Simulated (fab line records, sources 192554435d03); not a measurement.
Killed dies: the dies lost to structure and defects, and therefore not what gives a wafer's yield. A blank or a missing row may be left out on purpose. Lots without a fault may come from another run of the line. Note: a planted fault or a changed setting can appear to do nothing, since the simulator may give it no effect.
What tool caused it? / flow n5-finfet / 10 lots with 30 wafers sampled at 6 steps, on a route of 1938 steps

WHAT THE GAUGES READ, wafer by wafer
N5_STI_FIN_REVEAL_FIN_H_MEAS_10.
lot=L245; measured=day 3 00:21; on=ocd-02; trench-depth-nm (nm)=52.4 52.3 52.0
lot=L246; measured=day 3 07:13; on=ocd-01; trench-depth-nm (nm)=52.8 52.9 53.0
lot=L247; measured=day 3 13:01; on=ocd-02; trench-depth-nm (nm)=51.3 51.4 51.1
lot=L248; measured=day 3 18:43; on=ocd-01; trench-depth-nm (nm)=52.0 51.2 54.0
lot=L249; measured=day 4 03:20; on=ocd-01; trench-depth-nm (nm)=54.2 51.6 51.6
lot=L260; measured=day 6 18:11; on=ocd-01; trench-depth-nm (nm)=51.1 52.4 51.0
lot=L262; measured=day 7 08:59; on=ocd-01; trench-depth-nm (nm)=51.7 51.8 51.6
lot=L263; measured=day 7 13:30; on=ocd-02; trench-depth-nm (nm)=51.4 51.3 51.8
lot=L265; measured=day 8 01:29; on=ocd-01; trench-depth-nm (nm)=52.6 51.6 52.3
lot=L266; measured=day 8 08:39; on=ocd-01; trench-depth-nm (nm)=52.3 51.4 51.4

N5_BEOL_M4_RC_MEAS_101.
lot=L245; measured=day 8 18:02; on=prober-02; DIBL_N (mV/V)=34.3 35.6 35.1; DIBL_P (mV/V)=33.2 35.8 33.9; IOFF_N (nA/um)=0.11 0.13 0.12; IOFF_P (nA/um)=0.15 0.19 0.16; ION_N (uA/um)=661 663 661; ION_P (uA/um)=454 458 460; SS_N (mV/dec)=71.0 70.2 71.0; SS_P (mV/dec)=72.4 73.4 72.8; VT_N (mV)=254 251 254; VT_P (mV)=-255 -254 -254
lot=L246; measured=day 8 12:54; on=prober-02; DIBL_N (mV/V)=34.4 36.0 36.2; DIBL_P (mV/V)=35.0 36.9 36.9; IOFF_N (nA/um)=0.13 0.16 0.16; IOFF_P (nA/um)=0.17 0.21 0.20; ION_N (uA/um)=658 686 670; ION_P (uA/um)=451 467 457; SS_N (mV/dec)=70.6 71.6 71.4; SS_P (mV/dec)=73.4 73.6 73.9; VT_N (mV)=253 250 250; VT_P (mV)=-252 -251 -253
lot=L247; measured=day 9 09:04; on=prober-02; DIBL_N (mV/V)=36.3 36.1 38.2; DIBL_P (mV/V)=36.9 37.0 39.6; IOFF_N (nA/um)=0.17 0.17 0.23; IOFF_P (nA/um)=0.21 0.21 0.27; ION_N (uA/um)=683 677 687; ION_P (uA/um)=459 457 465; SS_N (mV/dec)=71.6 71.6 72.3; SS_P (mV/dec)=73.3 73.4 74.0; VT_N (mV)=250 249 243; VT_P (mV)=-253 -253 -249
lot=L248; measured=day 9 10:52; on=prober-01; DIBL_N (mV/V)=39.2 37.8 37.6; DIBL_P (mV/V)=40.4 38.3 37.6; IOFF_N (nA/um)=0.20 0.17 0.17; IOFF_P (nA/um)=0.27 0.25 0.23; ION_N (uA/um)=688 676 701; ION_P (uA/um)=470 465 480; SS_N (mV/dec)=71.9 71.4 71.7; SS_P (mV/dec)=74.5 74.2 73.3; VT_N (mV)=246 248 251; VT_P (mV)=-246 -245 -248
lot=L249; measured=day 9 18:20; on=prober-01; DIBL_N (mV/V)=34.3 33.3 35.1; DIBL_P (mV/V)=34.6 31.9 35.1; IOFF_N (nA/um)=0.13 0.10 0.14; IOFF_P (nA/um)=0.18 0.14 0.18; ION_N (uA/um)=692 649 662; ION_P (uA/um)=474 445 452; SS_N (mV/dec)=71.1 70.9 70.7; SS_P (mV/dec)=72.7 72.0 73.5; VT_N (mV)=251 261 252; VT_P (mV)=-255 -256 -255
lot=L260; measured=day 14 08:28; on=prober-01; DIBL_N (mV/V)=36.0 35.1 37.1; DIBL_P (mV/V)=35.9 33.0 36.0; IOFF_N (nA/um)=0.17 0.16 0.18; IOFF_P (nA/um)=0.24 0.19 0.23; ION_N (uA/um)=672 687 669; ION_P (uA/um)=463 470 461; SS_N (mV/dec)=71.7 71.0 71.3; SS_P (mV/dec)=73.3 72.7 73.4; VT_N (mV)=250 248 246; VT_P (mV)=-246 -250 -248
lot=L262; measured=day 12 20:27; on=prober-01; DIBL_N (mV/V)=34.9 34.4 35.2; DIBL_P (mV/V)=34.4 33.1 34.6; IOFF_N (nA/um)=0.14 0.12 0.13; IOFF_P (nA/um)=0.20 0.17 0.20; ION_N (uA/um)=658 654 660; ION_P (uA/um)=457 450 454; SS_N (mV/dec)=71.2 70.5 71.1; SS_P (mV/dec)=72.8 72.2 73.1; VT_N (mV)=252 254 251; VT_P (mV)=-249 -253 -250
lot=L263; measured=day 13 07:11; on=prober-02; DIBL_N (mV/V)=35.3 37.0 37.0; DIBL_P (mV/V)=34.9 37.4 35.8; IOFF_N (nA/um)=0.15 0.18 0.18; IOFF_P (nA/um)=0.23 0.26 0.23; ION_N (uA/um)=667 670 675; ION_P (uA/um)=470 470 465; SS_N (mV/dec)=71.1 71.5 71.3; SS_P (mV/dec)=73.2 73.6 73.6; VT_N (mV)=253 247 249; VT_P (mV)=-247 -247 -247
lot=L265; measured=day 13 13:10; on=prober-02; DIBL_N (mV/V)=33.8 39.8 37.5; DIBL_P (mV/V)=31.7 39.0 36.7; IOFF_N (nA/um)=0.11 0.26 0.18; IOFF_P (nA/um)=0.18 0.31 0.27; ION_N (uA/um)=650 699 690; ION_P (uA/um)=464 474 471; SS_N (mV/dec)=70.8 71.7 71.7; SS_P (mV/dec)=71.4 73.9 73.3; VT_N (mV)=253 241 244; VT_P (mV)=-249 -241 -244
lot=L266; measured=day 13 22:20; on=prober-02; DIBL_N (mV/V)=34.9 35.4 36.7; DIBL_P (mV/V)=36.0 36.3 38.3; IOFF_N (nA/um)=0.16 0.17 0.21; IOFF_P (nA/um)=0.20 0.21 0.24; ION_N (uA/um)=682 674 688; ION_P (uA/um)=463 461 463; SS_N (mV/dec)=71.6 71.3 72.0; SS_P (mV/dec)=73.4 74.2 73.9; VT_N (mV)=248 248 242; VT_P (mV)=-247 -248 -248

WHICH TOOL RAN EACH LOT (tool, then ch and the chambers of the sampled wafers, then the start)
lot=L245; N5_FIN_CUT_PRECLEAN_35=vapor-etch-01 ch 0,1, day 2 15:11; N5_STI_FIN_REVEAL_ALD_14=ald-sin-04 ch 1,2,3, day 2 15:38; N5_STI_FIN_REVEAL_DENSIFY_30=rtp-anneal-02 ch 0, day 2 21:04; N5_STI_FIN_REVEAL_RECESS_09=vapor-etch-01 ch 0,1, day 2 21:38
lot=L246; N5_FIN_CUT_PRECLEAN_35=vapor-etch-02 ch 0,1, day 2 21:35; N5_STI_FIN_REVEAL_ALD_14=ald-sin-03 ch 1,3, day 2 22:02; N5_STI_FIN_REVEAL_DENSIFY_30=rtp-anneal-01 ch 0, day 3 04:01; N5_STI_FIN_REVEAL_RECESS_09=vapor-etch-01 ch 0,1, day 3 04:29
lot=L247; N5_FIN_CUT_PRECLEAN_35=vapor-etch-01 ch 0,1, day 3 04:00; N5_STI_FIN_REVEAL_ALD_14=ald-sin-04 ch 2,3, day 3 04:26; N5_STI_FIN_REVEAL_DENSIFY_30=rtp-anneal-02 ch 0, day 3 09:52; N5_STI_FIN_REVEAL_RECESS_09=vapor-etch-01 ch 0,1, day 3 10:48
lot=L248; N5_FIN_CUT_PRECLEAN_35=vapor-etch-02 ch 0,1, day 3 09:24; N5_STI_FIN_REVEAL_ALD_14=ald-sin-02 ch 1,2,3, day 3 09:51; N5_STI_FIN_REVEAL_DENSIFY_30=rtp-anneal-02 ch 0, day 3 15:16; N5_STI_FIN_REVEAL_RECESS_09=vapor-etch-01 ch 0,1, day 3 16:01
lot=L249; N5_FIN_CUT_PRECLEAN_35=vapor-etch-02 ch 0,1, day 3 18:21; N5_STI_FIN_REVEAL_ALD_14=ald-sin-02 ch 1,2,3, day 3 18:48; N5_STI_FIN_REVEAL_DENSIFY_30=rtp-anneal-01 ch 0, day 4 00:11; N5_STI_FIN_REVEAL_RECESS_09=vapor-etch-01 ch 0,1, day 4 00:38
lot=L260; N5_FIN_CUT_PRECLEAN_35=vapor-etch-01 ch 0,1, day 6 09:04; N5_STI_FIN_REVEAL_ALD_14=ald-sin-04 ch 0,1,3, day 6 09:29; N5_STI_FIN_REVEAL_DENSIFY_30=rtp-anneal-02 ch 0, day 6 15:05; N5_STI_FIN_REVEAL_RECESS_09=vapor-etch-02 ch 0,1, day 6 16:01
lot=L262; N5_FIN_CUT_PRECLEAN_35=vapor-etch-02 ch 0,1, day 6 23:41; N5_STI_FIN_REVEAL_ALD_14=ald-sin-03 ch 2,3, day 7 00:27; N5_STI_FIN_REVEAL_DENSIFY_30=rtp-anneal-01 ch 0, day 7 05:52; N5_STI_FIN_REVEAL_RECESS_09=vapor-etch-02 ch 0,1, day 7 06:49
lot=L263; N5_FIN_CUT_PRECLEAN_35=vapor-etch-02 ch 0,1, day 7 04:21; N5_STI_FIN_REVEAL_ALD_14=ald-sin-03 ch 2,3, day 7 04:53; N5_STI_FIN_REVEAL_DENSIFY_30=rtp-anneal-01 ch 0, day 7 10:16; N5_STI_FIN_REVEAL_RECESS_09=vapor-etch-02 ch 0,1, day 7 10:47
lot=L265; N5_FIN_CUT_PRECLEAN_35=vapor-etch-01 ch 1, day 7 16:19; N5_STI_FIN_REVEAL_ALD_14=ald-sin-02 ch 0,2,3, day 7 16:55; N5_STI_FIN_REVEAL_DENSIFY_30=rtp-anneal-02 ch 0, day 7 22:19; N5_STI_FIN_REVEAL_RECESS_09=vapor-etch-01 ch 0,1, day 7 22:45
lot=L266; N5_FIN_CUT_PRECLEAN_35=vapor-etch-02 ch 0,1, day 7 23:05; N5_STI_FIN_REVEAL_ALD_14=ald-sin-04 ch 0,2,3, day 7 23:32; N5_STI_FIN_REVEAL_DENSIFY_30=rtp-anneal-02 ch 0, day 8 05:33; N5_STI_FIN_REVEAL_RECESS_09=vapor-etch-01 ch 0,1, day 8 06:29
- N5_FIN_CUT_PRECLEAN_35: cleans in vHF, time 13.3 s.
- N5_STI_FIN_REVEAL_ALD_14: deposits Si3N4, target thk 3 nm.
- N5_STI_FIN_REVEAL_DENSIFY_30
- N5_STI_FIN_REVEAL_RECESS_09: chemistry HF/NH3, target SiO2, afs cycles 11, target depth 42.5 nm, sublimation time 60 s.

AS READ BY THE TOOLS THEMSELVES (means over the sampled wafers that have a number; for cases with no such wafer, the mark the record gives instead)
N5_FIN_CUT_PRECLEAN_35.
lot=L245; tool=vapor-etch-01; drypump-motor-current-A (A)=5.3
lot=L246; tool=vapor-etch-02; drypump-motor-current-A (A)=5.9
lot=L247; tool=vapor-etch-01; drypump-motor-current-A (A)=5.5
lot=L248; tool=vapor-etch-02; drypump-motor-current-A (A)=5.9
lot=L249; tool=vapor-etch-02; drypump-motor-current-A (A)=5.9
lot=L260; tool=vapor-etch-01; drypump-motor-current-A (A)=5.5
lot=L262; tool=vapor-etch-02; drypump-motor-current-A (A)=5.6
lot=L263; tool=vapor-etch-02; drypump-motor-current-A (A)=5.6
lot=L265; tool=vapor-etch-01; drypump-motor-current-A (A)=5.6
lot=L266; tool=vapor-etch-02; drypump-motor-current-A (A)=5.9

N5_STI_FIN_REVEAL_ALD_14.
lot=L245; tool=ald-sin-04; heater-power-w (W)=950
lot=L246; tool=ald-sin-03; heater-power-w (W)=869
lot=L247; tool=ald-sin-04; heater-power-w (W)=997
lot=L248; tool=ald-sin-02; heater-power-w (W)=825
lot=L249; tool=ald-sin-02; heater-power-w (W)=822
lot=L260; tool=ald-sin-04; heater-power-w (W)=889
lot=L262; tool=ald-sin-03; heater-power-w (W)=835
lot=L263; tool=ald-sin-03; heater-power-w (W)=826
lot=L265; tool=ald-sin-02; heater-power-w (W)=843
lot=L266; tool=ald-sin-04; heater-power-w (W)=948

N5_STI_FIN_REVEAL_DENSIFY_30.
lot=L245; tool=rtp-anneal-02; lamp-power-pct (%)=11.53; lamp_zone_2_pct (%)=11.528
lot=L246; tool=rtp-anneal-01; lamp-power-pct (%)=11.53; lamp_zone_2_pct (%)=11.519
lot=L247; tool=rtp-anneal-02; lamp-power-pct (%)=11.55; lamp_zone_2_pct (%)=11.526
lot=L248; tool=rtp-anneal-02; lamp-power-pct (%)=11.52; lamp_zone_2_pct (%)=11.543
lot=L249; tool=rtp-anneal-01; lamp-power-pct (%)=11.50; lamp_zone_2_pct (%)=11.559
lot=L260; tool=rtp-anneal-02; lamp-power-pct (%)=11.55; lamp_zone_2_pct (%)=11.527
lot=L262; tool=rtp-anneal-01; lamp-power-pct (%)=11.53; lamp_zone_2_pct (%)=11.535
lot=L263; tool=rtp-anneal-01; lamp-power-pct (%)=11.51; lamp_zone_2_pct (%)=11.536
lot=L265; tool=rtp-anneal-02; lamp-power-pct (%)=11.52; lamp_zone_2_pct (%)=11.526
lot=L266; tool=rtp-anneal-02; lamp-power-pct (%)=11.55; lamp_zone_2_pct (%)=11.515

N5_STI_FIN_REVEAL_RECESS_09.
lot=L245; tool=vapor-etch-01; drypump-motor-current-A (A)=5.3
lot=L246; tool=vapor-etch-01; drypump-motor-current-A (A)=5.3
lot=L247; tool=vapor-etch-01; drypump-motor-current-A (A)=5.3
lot=L248; tool=vapor-etch-01; drypump-motor-current-A (A)=5.5
lot=L249; tool=vapor-etch-01; drypump-motor-current-A (A)=5.5
lot=L260; tool=vapor-etch-02; drypump-motor-current-A (A)=5.9
lot=L262; tool=vapor-etch-02; drypump-motor-current-A (A)=5.6
lot=L263; tool=vapor-etch-02; drypump-motor-current-A (A)=5.9
lot=L265; tool=vapor-etch-01; drypump-motor-current-A (A)=5.3
lot=L266; tool=vapor-etch-01; drypump-motor-current-A (A)=5.5

THE ANSWER, worked out from the rows above alone
Rule: usual is defined by the lots themselves. The widest of any qualifying gaps counts: lots, ordered by their means at a reading, are off when they make up no more than a third of the lots, leave a main group of 4 or more, and stand apart from it by 3 or more times the standard deviation of that group's means. A main group whose means are all the same, to the digits that the tables above print for the reading, isn't used. Also off: a lot with no number at a reading for which 4 or more lots have one. Where the step has rows for the other lots, those lots are counted as sound. First the gauges in route order, then the tools' own readings, where a lot's mean is used as printed above. The first step at which some lot is off is used, and at that step the reading that is off furthest; a lot without a number counts as furthest.
None of the lots is off at any reading shown; this tells nothing.

WHAT WAS PUT IN BY THE SIMULATOR
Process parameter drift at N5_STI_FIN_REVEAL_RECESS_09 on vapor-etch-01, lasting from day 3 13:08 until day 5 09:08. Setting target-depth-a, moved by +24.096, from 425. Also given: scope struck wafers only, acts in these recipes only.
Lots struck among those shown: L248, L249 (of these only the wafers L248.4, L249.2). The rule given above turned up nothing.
